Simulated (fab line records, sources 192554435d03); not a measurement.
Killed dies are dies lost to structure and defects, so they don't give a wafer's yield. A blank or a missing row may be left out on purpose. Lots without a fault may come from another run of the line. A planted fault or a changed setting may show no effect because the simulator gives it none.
Which tool did it? | flow n5_finfet | 9 lots, 27 wafers sampled, at 7 steps of a route of 1938

WHAT THE GAUGES READ, wafer by wafer
N5_WELL_APT_INSPECT_38: inspects for defects (darkfield).
lot  | measured    | on                | raw_defect_count
L491 | day 1 17:10 | defect_inspect-01 | 20 20 18
L495 | day 2 16:45 | defect_inspect-01 | 10 11 17
L498 | day 3 11:37 | defect_inspect-02 | 14 11 6
L500 | day 3 22:58 | defect_inspect-02 | 12 17 9
L506 | day 5 12:32 | defect_inspect-01 | 1098 1183 1133
L507 | day 5 17:05 | defect_inspect-02 | 1165 1189 1146
L511 | day 6 18:18 | defect_inspect-01 | 10 22 18
L512 | day 6 23:44 | defect_inspect-02 | 9 18 17
L514 | day 7 10:53 | defect_inspect-02 | 18 27 24

N5_PMOS_HMC_CHANNEL_EPI_INSPECT_11: inspects for defects (macro).
lot  | measured    | on                | raw_defect_count
L491 | day 1 17:40 | defect_inspect-02 | 2 4 2
L495 | day 2 17:15 | defect_inspect-02 | 4 1 5
L498 | day 3 11:59 | defect_inspect-02 | 4 1 5
L500 | day 3 23:20 | defect_inspect-01 | 1 2 4
L506 | day 5 12:55 | defect_inspect-02 | >300 >300 >300
L507 | day 5 17:35 | defect_inspect-01 | >300 >300 >300
L511 | day 6 18:40 | defect_inspect-02 | 5 1 1
L512 | day 7 00:14 | defect_inspect-01 | 1 2 4
L514 | day 7 11:23 | defect_inspect-02 | 3 2 1

N5_BEOL_M4_RC_MEAS_101.
lot  | measured     | on        | DIBL_N (mV/V)  | DIBL_P (mV/V)  | IOFF_N (nA/um) | IOFF_P (nA/um) | ION_N (uA/um) | ION_P (uA/um) | SS_N (mV/dec)  | SS_P (mV/dec)  | VT_N (mV)   | VT_P (mV)
L491 | day 8 04:59  | prober-02 | 36.6 37.2 34.5 | 37.3 38.7 35.6 | 0.13 0.17 0.12 | 0.17 0.19 0.15 | 652 679 660   | 446 456 444   | 71.1 72.3 70.7 | 72.5 74.0 72.3 | 254 247 255 | -257 -251 -256
L495 | day 9 05:44  | prober-01 | 38.3 35.9 36.2 | 35.2 32.5 33.4 | 0.17 0.13 0.13 | 0.21 0.18 0.19 | 679 662 671   | 465 458 460   | 71.6 71.3 71.5 | 73.2 71.8 72.3 | 248 248 251 | -249 -251 -250
L498 | day 9 21:27  | prober-02 | 34.3 33.2 35.8 | 33.8 33.0 37.2 | 0.13 0.12 0.16 | 0.17 0.15 0.22 | 659 648 670   | 452 440 458   | 71.4 70.8 71.2 | 72.2 72.7 73.9 | 255 257 249 | -256 -258 -252
L500 | day 10 08:41 | prober-02 | 37.7 37.3 37.0 | 37.1 38.2 38.0 | 0.17 0.16 0.16 | 0.24 0.26 0.24 | 675 678 682   | 471 471 466   | 71.8 71.5 71.5 | 73.0 74.0 72.8 | 247 248 249 | -246 -245 -246
L506 | day 12 06:14 | prober-02 | 35.3 41.1 36.6 | 35.2 40.7 37.4 | 0.15 0.29 0.17 | 0.20 0.29 0.23 | 676 699 674   | 465 466 466   | 71.4 73.2 71.1 | 73.8 74.8 73.8 | 248 240 247 | -251 -247 -247
L507 | day 12 12:28 | prober-02 | 34.2 33.3 36.3 | 33.8 32.6 36.6 | 0.13 0.13 0.17 | 0.18 0.17 0.23 | 647 657 665   | 455 459 457   | 70.6 70.6 72.2 | 72.7 72.4 73.4 | 253 251 248 | -253 -251 -250
L511 | day 13 17:14 | prober-02 | 40.5 37.6 38.3 | 38.1 34.2 34.9 | 0.21 0.15 0.16 | 0.27 0.20 0.20 | 666 660 653   | 462 462 457   | 71.8 71.4 71.7 | 73.7 72.6 72.8 | 246 250 251 | -247 -250 -250
L512 | day 13 06:59 | prober-02 | 33.0 38.4 35.4 | 30.8 38.8 34.2 | 0.11 0.20 0.13 | 0.15 0.27 0.19 | 649 676 670   | 449 463 463   | 71.1 71.9 71.2 | 72.6 74.0 72.6 | 257 248 251 | -254 -244 -249
L514 | day 15 03:51 | prober-02 | 38.7 36.5 34.7 | 39.5 37.2 35.7 | 0.20 0.16 0.13 | 0.25 0.22 0.20 | 694 679 661   | 469 470 465   | 72.4 72.2 71.4 | 73.6 73.4 72.2 | 244 250 252 | -246 -247 -252

WHICH TOOL RAN EACH LOT (tool, then ch and the chambers of the sampled wafers, then the start)
lot  | N5_WELL_APT_PRECLEAN_39            | N5_PMOS_HMC_CHANNEL_EPI_HM_DEP_34 | N5_FIN_SAQP_STRIP_55              | N5_FIN_SAQP_RECESS_75
L491 | wet_bench-03 ch 0,1,7, day 1 16:28 | pecvd-02 ch 0,1,2, day 1 17:12    | rie_diel-02 ch 0,1,3, day 1 22:33 | vapor_etch-01 ch 0,1, day 1 22:53
L495 | wet_bench-02 ch 0,6,7, day 2 16:03 | pecvd-02 ch 0,2, day 2 16:47      | rie_diel-01 ch 0,2,3, day 2 22:04 | vapor_etch-02 ch 0,1, day 2 22:31
L498 | wet_bench-02 ch 1,4,5, day 3 10:43 | pecvd-03 ch 0,2, day 3 11:38      | rie_diel-02 ch 1,2,3, day 3 16:47 | vapor_etch-01 ch 0,1, day 3 17:06
L500 | wet_bench-05 ch 0,3,6, day 3 22:03 | pecvd-02 ch 0,1,2, day 3 22:59    | rie_diel-02 ch 0,1,2, day 4 04:51 | vapor_etch-02 ch 0,1, day 4 05:10
L506 | wet_bench-02 ch 0,4,5, day 5 11:50 | pecvd-01 ch 0,1, day 5 12:34      | rie_diel-06 ch 2,3, day 5 19:46   | vapor_etch-02 ch 0,1, day 5 20:05
L507 | wet_bench-02 ch 2,3,5, day 5 16:23 | pecvd-03 ch 0,2, day 5 17:07      | rie_diel-06 ch 0,1,2, day 5 23:44 | vapor_etch-02 ch 0,1, day 6 00:08
L511 | wet_bench-03 ch 4,5,7, day 6 17:22 | pecvd-02 ch 0,1,2, day 6 18:20    | rie_diel-02 ch 0,1, day 7 00:14   | vapor_etch-02 ch 0, day 7 00:42
L512 | wet_bench-05 ch 1,2,7, day 6 23:02 | pecvd-02 ch 1,2, day 6 23:47      | rie_diel-02 ch 0,1, day 7 05:33   | vapor_etch-01 ch 0,1, day 7 06:29
L514 | wet_bench-03 ch 2,5,7, day 7 10:11 | pecvd-03 ch 0,1, day 7 10:55      | rie_diel-02 ch 1,2, day 7 16:31   | vapor_etch-01 ch 0,1, day 7 16:50
- N5_WELL_APT_PRECLEAN_39: cleans in dHF, time 60 s.
- N5_PMOS_HMC_CHANNEL_EPI_HM_DEP_34: deposits SiO2 from TEOS/O2, target thk 36 nm, time 6.9 s.
- N5_FIN_SAQP_STRIP_55: strips in N2/H2.
- N5_FIN_SAQP_RECESS_75: chemistry HF/NH3, target SiO2, target depth 14.4 nm, afs cycles 3, sublimation time 60 s.

WHAT THE TOOLS THEMSELVES READ (means of the sampled wafers that have a number; where no wafer has one, the mark that the record gives instead)
N5_WELL_APT_PRECLEAN_39.
lot  | tool         | temp_c (C)
L491 | wet_bench-03 | 25.10
L495 | wet_bench-02 | 24.93
L498 | wet_bench-02 | 25.10
L500 | wet_bench-05 | 24.95
L506 | wet_bench-02 | 25.04
L507 | wet_bench-02 | 25.01
L511 | wet_bench-03 | 24.97
L512 | wet_bench-05 | 24.85
L514 | wet_bench-03 | 25.05

N5_PMOS_HMC_CHANNEL_EPI_HM_DEP_34.
lot  | tool     | heater_power_w (W) | showerhead_plenum_p_Torr (Torr) | throttle_valve_pct (%)
L491 | pecvd-02 | 602                | 8.36                            | 19.1
L495 | pecvd-02 | 606                | 8.33                            | 19.7
L498 | pecvd-03 | 615                | 8.35                            | 17.7
L500 | pecvd-02 | 584                | 8.36                            | 19.2
L506 | pecvd-01 | 628                | 8.37                            | 18.7
L507 | pecvd-03 | 581                | 8.35                            | 17.9
L511 | pecvd-02 | 590                | 8.36                            | 19.4
L512 | pecvd-02 | 580                | 8.38                            | 18.7
L514 | pecvd-03 | 476                | 8.41                            | 19.3

N5_FIN_SAQP_STRIP_55.
lot  | tool        | drypump_motor_current_A (A) | oes_product_au (a.u.) | rf_vpp_V (V) | showerhead_plenum_p_Torr (Torr) | temp_c (C) | throttle_valve_pct (%)
L491 | rie_diel-02 | 5.8                         | 0.73                  | 121.0        | 3.22                            | 40.04      | 19.09
L495 | rie_diel-01 | 5.7                         | 0.74                  | 121.1        | 3.35                            | 40.05      | 18.95
L498 | rie_diel-02 | 5.8                         | 0.69                  | 121.7        | 3.20                            | 40.02      | 19.01
L500 | rie_diel-02 | 5.5                         | 0.71                  | 120.1        | 3.20                            | 40.01      | 19.08
L506 | rie_diel-06 | 5.4                         | 0.81                  | 121.1        | 3.38                            | 40.09      | 18.83
L507 | rie_diel-06 | 5.3                         | 0.79                  | 121.2        | 3.33                            | 39.90      | 18.97
L511 | rie_diel-02 | 5.5                         | 0.72                  | 121.3        | 3.20                            | 40.06      | 19.17
L512 | rie_diel-02 | 5.5                         | 0.70                  | 119.2        | 3.18                            | 40.08      | 19.02
L514 | rie_diel-02 | 5.4                         | 0.78                  | 120.6        | 3.30                            | 39.92      | 18.80

N5_FIN_SAQP_RECESS_75.
lot  | tool          | drypump_motor_current_A (A) | temp_c (C)
L491 | vapor_etch-01 | 6.0                         | 30.03
L495 | vapor_etch-02 | 6.2                         | 30.03
L498 | vapor_etch-01 | 6.0                         | 30.06
L500 | vapor_etch-02 | 5.9                         | 29.96
L506 | vapor_etch-02 | 6.2                         | 29.94
L507 | vapor_etch-02 | 6.2                         | 29.91
L511 | vapor_etch-02 | 6.4                         | 30.12
L512 | vapor_etch-01 | 6.0                         | 29.88
L514 | vapor_etch-01 | 6.0                         | 29.97

THE ANSWER, worked out from the rows above alone
Rule: what is usual is taken from the lots themselves. Put in order of their means at a reading, lots are off if they are a third of the lots or fewer, leave a main group of 4 or more, and stand apart from it by a gap of 3 or more times the standard deviation of the main group's means; of several such gaps the widest counts. A main group whose means are all the same, to the digits that the tables above print for the reading, isn't used. A lot without any number at a reading at which 4 lots or more have one is off too. The other lots that the step has rows for count as sound. The gauges are gone through in route order, then the tools' own readings, and for those a lot's mean is taken as printed above. The first step at which some lot is off is used, and at that step the reading that is off furthest; a lot without a number counts as furthest.
Off: L506, L507, at N5_WELL_APT_INSPECT_38 (raw_defect_count). The main group: mean 16, standard deviation 4.1.
A tool fits if, at a process step before that reading, it ran every lot that is off, and no sound lot after the first of them. The gauges at N5_WELL_APT_INSPECT_38 are tried like those tools. One fits: wet_bench-02 at N5_WELL_APT_PRECLEAN_39. Its last sound lot is L498 (day 3 10:43), its first lot that is off L506 (day 5 11:50): a fault that began between those two fits.

WHAT THE SIMULATOR HAD PUT IN
Chamber particle source: wet_bench-02, from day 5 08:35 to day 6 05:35, at N5_WELL_APT_PRECLEAN_39. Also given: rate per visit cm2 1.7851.
Lots struck among those shown: L506, L507. The rule above found the same.
